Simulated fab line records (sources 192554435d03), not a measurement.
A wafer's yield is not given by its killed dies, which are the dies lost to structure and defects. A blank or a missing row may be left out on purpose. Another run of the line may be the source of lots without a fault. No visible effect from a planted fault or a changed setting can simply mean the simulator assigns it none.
Split-lot experiment || flow n5_finfet || on a route of 1938 steps: 7 lots, 21 wafers read

THE SPLIT
At N5_BEOL_M5_ILD_DEP_00 (deposits SiCOH lowk from DEMS/porogen, target thk 140.64 nm, time 25.9 s), the setting time_s was moved away from the recipe's 25.9 s on 7 of the 21 wafers read, by -8.4% to +13.0%. For the rest of the wafers, this setting stayed at what the recipe calls for.

SPLIT TO READING: what lies between them in the file, 1 step
- N5_BEOL_M5_CURE_79: cures SiCOH lowk, time 240 s

THE READING
M5_ILD_THK at N5_BEOL_M5_THK_MEAS_01, in nm. Fault-free wafers of this fab line usually give 120.7 nm, standard deviation 1.5 nm.

{"wafer": "L077.3", "tool, chamber at the split": "pecvd-03, 1", "time_s as run, s": 25.9, "against the recipe": "recipe", "M5_ILD_THK, nm": 117.8, "against lot-mates on the recipe": "-"}
{"wafer": "L077.4", "tool, chamber at the split": "pecvd-03, 2", "time_s as run, s": 28.2, "against the recipe": "+8.9%", "M5_ILD_THK, nm": 132.3, "against lot-mates on the recipe": "+14.5"}
{"wafer": "L077.5", "tool, chamber at the split": "pecvd-03, 1", "time_s as run, s": 28.2, "against the recipe": "+8.9%", "M5_ILD_THK, nm": 130.6, "against lot-mates on the recipe": "+12.8"}
{"wafer": "L079.3", "tool, chamber at the split": "pecvd-01, 1", "time_s as run, s": 25.9, "against the recipe": "recipe", "M5_ILD_THK, nm": 115.2, "against lot-mates on the recipe": "-"}
{"wafer": "L079.5", "tool, chamber at the split": "pecvd-01, 2", "time_s as run, s": 25.9, "against the recipe": "recipe", "M5_ILD_THK, nm": 117.3, "against lot-mates on the recipe": "-"}
{"wafer": "L079.6", "tool, chamber at the split": "pecvd-01, 0", "time_s as run, s": 25.9, "against the recipe": "recipe", "M5_ILD_THK, nm": 120.4, "against lot-mates on the recipe": "-"}
{"wafer": "L082.4", "tool, chamber at the split": "pecvd-01, 0", "time_s as run, s": 25.9, "against the recipe": "recipe", "M5_ILD_THK, nm": 121.2, "against lot-mates on the recipe": "-"}
{"wafer": "L082.5", "tool, chamber at the split": "pecvd-01, 1", "time_s as run, s": 25.9, "against the recipe": "recipe", "M5_ILD_THK, nm": 122.4, "against lot-mates on the recipe": "-"}
{"wafer": "L082.6", "tool, chamber at the split": "pecvd-01, 0", "time_s as run, s": 25.9, "against the recipe": "recipe", "M5_ILD_THK, nm": 121.9, "against lot-mates on the recipe": "-"}
{"wafer": "L091.3", "tool, chamber at the split": "pecvd-01, 1", "time_s as run, s": 29.26, "against the recipe": "+13.0%", "M5_ILD_THK, nm": 135.7, "against lot-mates on the recipe": "+14.1"}
{"wafer": "L091.4", "tool, chamber at the split": "pecvd-01, 1", "time_s as run, s": 25.9, "against the recipe": "recipe", "M5_ILD_THK, nm": 121.6, "against lot-mates on the recipe": "-"}
{"wafer": "L091.5", "tool, chamber at the split": "pecvd-01, 0", "time_s as run, s": 29.26, "against the recipe": "+13.0%", "M5_ILD_THK, nm": 138.1, "against lot-mates on the recipe": "+16.5"}
{"wafer": "L093.1", "tool, chamber at the split": "pecvd-01, 2", "time_s as run, s": 25.9, "against the recipe": "recipe", "M5_ILD_THK, nm": 117.2, "against lot-mates on the recipe": "-"}
{"wafer": "L093.2", "tool, chamber at the split": "pecvd-01, 0", "time_s as run, s": 25.9, "against the recipe": "recipe", "M5_ILD_THK, nm": 118.8, "against lot-mates on the recipe": "-"}
{"wafer": "L093.4", "tool, chamber at the split": "pecvd-01, 2", "time_s as run, s": 25.9, "against the recipe": "recipe", "M5_ILD_THK, nm": 120.6, "against lot-mates on the recipe": "-"}
{"wafer": "L095.2", "tool, chamber at the split": "pecvd-02, 1", "time_s as run, s": 26.92, "against the recipe": "+3.9%", "M5_ILD_THK, nm": 124.8, "against lot-mates on the recipe": "+3.4"}
{"wafer": "L095.5", "tool, chamber at the split": "pecvd-02, 2", "time_s as run, s": 26.92, "against the recipe": "+3.9%", "M5_ILD_THK, nm": 125.4, "against lot-mates on the recipe": "+4.0"}
{"wafer": "L095.6", "tool, chamber at the split": "pecvd-02, 0", "time_s as run, s": 25.9, "against the recipe": "recipe", "M5_ILD_THK, nm": 121.4, "against lot-mates on the recipe": "-"}
{"wafer": "L094.2", "tool, chamber at the split": "pecvd-01, 1", "time_s as run, s": 23.72, "against the recipe": "-8.4%", "M5_ILD_THK, nm": 110.0, "against lot-mates on the recipe": -11.0}
{"wafer": "L094.4", "tool, chamber at the split": "pecvd-01, 0", "time_s as run, s": 25.9, "against the recipe": "recipe", "M5_ILD_THK, nm": 120.4, "against lot-mates on the recipe": "-"}
{"wafer": "L094.6", "tool, chamber at the split": "pecvd-01, 1", "time_s as run, s": 25.9, "against the recipe": "recipe", "M5_ILD_THK, nm": 121.6, "against lot-mates on the recipe": "-"}

THE FIT
A straight line over all 21 wafers: M5_ILD_THK changes by +1.29 nm for each +1% of time_s; r = +0.96; the points scatter about the line by 1.9 nm.
The same after taking each lot's own level away (the mean of its wafers on the recipe; 21 wafers): +1.28 nm for each +1%; r = +0.98; scatter 1.5 nm.
On that fit, the largest move of time_s shifts the reading by 17 nm.
The lots' own levels span 117.63 to 121.83 nm, that is 2.8 times the standard deviation above.
Hence the lot-to-lot level has little effect on the slope; both slopes agree.
Check: for one of the wafers moved furthest among these (+13.0%), held out of the fit, the line's prediction against its lot-mates is +17.5 nm. It came out at +14.1 nm against them.

ADDITIONAL SPLITS CARRIED BY THESE WAFERS
Note: prior to the reading, these wafers also went through further splits. Each is held against what the fit with the lots' levels taken away leaves over:
{"other split on the same wafers": "N5_BEOL_M2_EXPOSE_25 dose_mj", "wafers away from the commonest value": 4, "r with M5_ILD_THK (lot level and that fit taken away)": "+0.28"}
{"other split on the same wafers": "N5_BEOL_M3_COAT_05 spin_rpm", "wafers away from the commonest value": 9, "r with M5_ILD_THK (lot level and that fit taken away)": "+0.00"}
{"other split on the same wafers": "N5_BEOL_M3_TRENCH_ETCH_37 time_s", "wafers away from the commonest value": 8, "r with M5_ILD_THK (lot level and that fit taken away)": "+0.24"}
{"other split on the same wafers": "N5_BEOL_M3_ETCH_41 target_depth_a", "wafers away from the commonest value": 10, "r with M5_ILD_THK (lot level and that fit taken away)": -0.46}
{"other split on the same wafers": "N5_BEOL_M4_TRENCH_ETCH_37 bias_w", "wafers away from the commonest value": 8, "r with M5_ILD_THK (lot level and that fit taken away)": "+0.04"}

THE WHOLE CHAIN: every reading that the file lists as answering this split, in the file's order
{"step": "N5_BEOL_M5_ILD_DEP_00", "what it does": "deposits SiCOH lowk from DEMS/porogen, target thk 140.64 nm, time 25.9 s", "reading": "SiCOH_lowk_of_BEOL_M5_ILD_DEP_00.thk_nm (the simulator's own value, which no gauge read)", "change (the file's fit)": "+1.48 nm for each +1% of the setting", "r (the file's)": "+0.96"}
{"step": "N5_BEOL_M5_CURE_79", "what it does": "cures SiCOH lowk, time 240 s", "reading": "SiCOH_lowk_of_BEOL_M5_ILD_DEP_00.thk_nm (the simulator's own value, which no gauge read)", "change (the file's fit)": "+1.27 nm for each +1% of the setting", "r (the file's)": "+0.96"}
{"step": "N5_BEOL_M5_THK_MEAS_01", "what it does": "", "reading": "M5_ILD_THK", "change (the file's fit)": "+1.28 for each +1% of the setting", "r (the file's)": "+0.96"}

FILE'S OWN FIT
M5_ILD_THK changes by +1.28 nm for each +1% of time_s, r = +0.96.
